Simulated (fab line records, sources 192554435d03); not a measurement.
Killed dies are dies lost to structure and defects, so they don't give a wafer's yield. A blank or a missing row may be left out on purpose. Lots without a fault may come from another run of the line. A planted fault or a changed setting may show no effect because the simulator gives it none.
A struck lot beside a sound one | flow n5_finfet | 17 steps out of a route of 1938
Sound: wafers L408.2, L408.3, L408.5. Struck: wafer L417.2. (L417.4, L417.6 of the same lot were not struck and are left out.) The cause comes at the end.
At each step with rows: each side's tool, then ch and its chambers, then its first start. Under that, the readings that differ: sound wafers | struck wafers | difference of the means | sigmas: that difference in standard deviations of wafers without a fault.
alike: readings whose means differ by less than 2 such deviations, and words and numbers that are the same on both sides. not compared: withheld readings, readings that some wafer has no value for, bounds like >300 that may hide the same value, and numbers for which the record gives no deviation and whose values overlap.
The two part at a step that has a row with sigmas, a row that says differs or no value, or rows on one side only. Numbers that don't overlap but have no deviation are shown without sigmas and don't part them. A reading that every wafer of one side lacks parts them only if that side has two wafers or more.

first, 1 step without rows for these wafers: N5_SD_EPI_N_DEVELOP_08 (develop time 30 s).
N5_SD_EPI_N_CD_MEAS_09: target cd 120 nm.
  sound on cd_sem-03 ch 0, day 3 18:37; struck on cd_sem-02 ch 0, day 6 05:53
  alike: cd_nm
N5_SD_EPI_N_OVL_MEAS_10:
  sound on overlay-01 ch 0, day 3 18:38; struck on overlay-02 ch 0, day 6 05:55
  alike: SD_N_BLK_OVL
N5_SD_EPI_N_INSPECT_11: inspects for defects (macro).
  sound on defect_inspect-02, day 3 18:40; struck on defect_inspect-02, day 6 05:56
  alike: raw_defect_count
N5_SD_EPI_N_DESCUM_14: chemistry O2, time 7.9 s.
  sound on rie_diel-02 ch 1,2, day 3 18:41; struck on rie_diel-01 ch 0, day 6 05:59
  alike: drypump_motor_current_A, oes_product_au, rf_vpp_V, showerhead_plenum_p_Torr, throttle_valve_pct
  not compared: rf_hours_counter_h
N5_SD_EPI_N_ETCH_34: etches SiARC in CF4, target depth 45.5 nm, time 75.8 s.
  sound on rie_diel-02 ch 1,2, day 3 18:44; struck on rie_diel-01 ch 0, day 6 06:01
  alike: drypump_motor_current_A, etch_rf_on_time_s, oes_product_au, rf_vpp_V, showerhead_plenum_p_Torr, throttle_valve_pct
  not compared: rf_hours_counter_h
then, 3 steps without rows for these wafers: N5_SD_EPI_N_ETCH_35 (etches SOC in N2/H2, overetch 108 nm, time 486 s); N5_SD_EPI_N_STRIP_36 (strips in N2/H2); N5_SD_EPI_N_ETCHBACK_44 (etches SiNx in CH3F/O2, stops on SiO2, target depth 14.5 nm).
N5_SD_EPI_N_ETCH_45: etches SiOCN in CH3F/O2, target depth 6 nm.
  sound on rie_diel-02 ch 1,2, day 3 19:13; struck on rie_diel-01 ch 0, day 6 06:29
  reading             | sound             | struck | difference | sigmas
  O2_flow_sccm (sccm) | 20.11 20.03 20.06 | 19.95  | -0.12      | -2
  alike: drypump_motor_current_A, oes_product_au, rf_vpp_V, showerhead_plenum_p_Torr, throttle_valve_pct
  not compared: rf_hours_counter_h
N5_SD_EPI_N_ETCH_16: etches SiO2 in CHF3/O2, target depth 5 nm.
  sound on rie_diel-02 ch 1,2, day 3 19:19; struck on rie_diel-01 ch 0, day 6 06:35
  alike: CHF3_flow_sccm, O2_flow_sccm, drypump_motor_current_A, oes_product_au, rf_vpp_V, showerhead_plenum_p_Torr, throttle_valve_pct
  not compared: rf_hours_counter_h
then, 1 step without rows for these wafers: N5_SD_EPI_N_STRIP_47 (strips in CHF3/O2).
N5_SD_EPI_N_SD_RECESS_17: chemistry HBr/Cl2/O2, target depth 41 nm, time 23.7 s, bt time 3 s.
  sound on rie_si-04 ch 0,1,3, day 3 19:23; struck on rie_si-04 ch 3, day 6 06:40
  reading                                 | sound             | struck | difference | sigmas
  oes_product_au (a.u.)                   | 0.995 1.011 0.989 | 0.942  | -0.056     | -3
  model.etch.depth_nm (nm)                | 41.73 41.18 41.04 | 33.52  | -7.80      |
  model.Si_of_WELL_APT_EPI_41.thk_nm (nm) | 8.4 8.6 9         | 16.8   | +8.1       |
  model.SD_EPI_N.feature_depth_nm (nm)    | 41.8 41.2 41      | 33.6   | -7.7       |
  alike: O2_flow_sccm, drypump_motor_current_A, throttle_valve_pct
  not compared: rf_hours_counter_h
N5_SD_EPI_N_STRIP_38: strips in N2/H2.
  sound on plasma_asher-02 ch 0,1, day 3 19:28; struck on plasma_asher-01 ch 1, day 6 06:46
  reading            | sound       | struck | difference | sigmas
  heater_power_w (W) | 390 352 347 | 278    | -85        | -2
  alike: drypump_motor_current_A, n2_flow_sccm, oes_product_au
  not compared: rf_hours_counter_h
then, 1 step without rows for these wafers: N5_SD_EPI_N_WET_ETCH_43 (etches SiO2 in dHF, time 14 s, target depth 1.5 nm).
N5_SD_EPI_N_STRIP_18: strips in SPM, time 750 s.
  sound on wet_bench-06 ch 0,3,4, day 3 19:35; struck on wet_bench-06 ch 7, day 6 06:51
  reading                                 | sound     | struck | difference | sigmas
  model.Si_of_WELL_APT_EPI_41.thk_nm (nm) | 8 8.4 8.8 | 16.4   | +8.0       |
  alike: bath_guard_temp_C
then, 1 step without rows for these wafers: N5_SD_EPI_N_SRD_20 (time 30 s).

WHERE THEY PART
First at N5_SD_EPI_N_ETCH_45; last, within this record, at N5_SD_EPI_N_STRIP_38. Later steps at which nothing parts them and some readings are alike: N5_SD_EPI_N_STRIP_18.

WHY: what the simulator had put in
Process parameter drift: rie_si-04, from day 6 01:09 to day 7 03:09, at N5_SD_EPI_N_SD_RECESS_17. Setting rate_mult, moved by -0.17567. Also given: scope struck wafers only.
